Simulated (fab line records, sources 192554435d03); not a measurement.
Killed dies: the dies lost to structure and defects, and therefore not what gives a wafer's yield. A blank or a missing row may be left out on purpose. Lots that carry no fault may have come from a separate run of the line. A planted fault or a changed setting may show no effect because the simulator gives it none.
Lot-split experiment    flow n5-finfet    route with 1938 steps; 7 lots, 21 wafers read

## SPLIT DETAILS
At N5_SDB_ALD_29 (deposits SiNx, target thk 30 nm, pulse time 1 s, ald cycles 600), the setting ald-cycles was moved away from the recipe's 600 on 6 of the 21 wafers read, by -9.0% to +13.0%. For the rest of the wafers, this setting stayed at what the recipe calls for.

The reading is taken at the split's own step.

## THE READING
SiNx_of_SDB_ALD_29.thk-nm (the simulator's own value, which no gauge read), in nm, at N5_SDB_ALD_29 (deposits SiNx, target thk 30 nm, pulse time 1 s, ald cycles 600). There is no usual value for it anywhere in the file. Here, 15 wafers ran the recipe; their average is 30.0 nm with a standard deviation of 0.11 nm.

wafer   tool, chamber at the split  ald-cycles as run  against the recipe  SiNx_of_SDB_ALD_29.thk-nm, nm  against lot-mates on the recipe
L078.1  ald-sin-03, 1               600                recipe              30.2                           -
L078.4  ald-sin-03, 3               641                +6.8%               32                             +1.8
L078.6  ald-sin-03, 3               641                +6.8%               32                             +1.8
L079.2  ald-sin-03, 0,1             600                recipe              30.2                           -
L079.3  ald-sin-03, 0,1             600                recipe              30.2                           -
L079.5  ald-sin-03, 1               600                recipe              30                             -
L089.2  ald-sin-02, 1,2,0           600                recipe              30                             -
L089.4  ald-sin-02, 1,2,0           600                recipe              30                             -
L089.5  ald-sin-02, 1,2,0           600                recipe              30                             -
L091.1  ald-sin-04, 0,2             600                recipe              30                             -
L091.3  ald-sin-04, 0,2             600                recipe              30                             -
L091.4  ald-sin-04, 3               546                -9.0%               27.2                           -2.8
L092.2  ald-sin-02, 3               600                recipe              30                             -
L092.3  ald-sin-02, 0               572                -4.7%               28.4                           -1.7
L092.5  ald-sin-02, 3               600                recipe              30.2                           -
L093.3  ald-sin-02, 3               600                recipe              29.8                           -
L093.5  ald-sin-02, 2               678                +13.0%              34                             +4.2
L093.6  ald-sin-02, 1               678                +13.0%              33.8                           +4.0
L097.2  ald-sin-02, 3,2,1           600                recipe              30                             -
L097.3  ald-sin-02, 3,2,1           600                recipe              30                             -
L097.4  ald-sin-02, 3,2,1           600                recipe              30                             -
When a row names more than one chamber, that row covers several wafers, and the file does not tell which wafer ran in which chamber.

THE FIT
A straight line over all 21 wafers: SiNx_of_SDB_ALD_29.thk-nm changes by +0.302 nm for each +1% of ald-cycles; r = +1.00; the points scatter about the line by 0.12 nm.
The same after taking each lot's own level away (the mean of its wafers on the recipe; 21 wafers): +0.309 nm for each +1%; r = +1.00; scatter 0.13 nm.
The reading moves by 4 nm for the largest change in ald-cycles, on that fit.
Across the lots, their own levels run from 29.80 to 30.20 nm, a range of 3.7 times the standard deviation given above.
The two slopes are in agreement: the lot-to-lot level therefore moves the slope only a little.
Check: +3.88 nm against its lot-mates is what the line predicts for one of the wafers moved furthest among these (+13.0%) when that wafer is left out of the fit. It came out at +4.2 nm against them.

## OTHER SPLITS ON THESE WAFERS
Note: prior to the reading, these wafers also went through further splits. Each is held against what the fit with the lots' levels taken away leaves over:
other split on the same wafers  wafers away from the commonest value  r with SiNx_of_SDB_ALD_29.thk-nm (lot level and that fit taken away)
N5_SD_EPI_P_COAT_34 spin-rpm    9                                     -0.36
N5_SDB_COAT_04 spin-rpm         5                                     +0.08

## FILE'S OWN FIT
SiNx_of_SDB_ALD_29.thk-nm changes by +0.31 nm for each +1% of ald-cycles, r = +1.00.
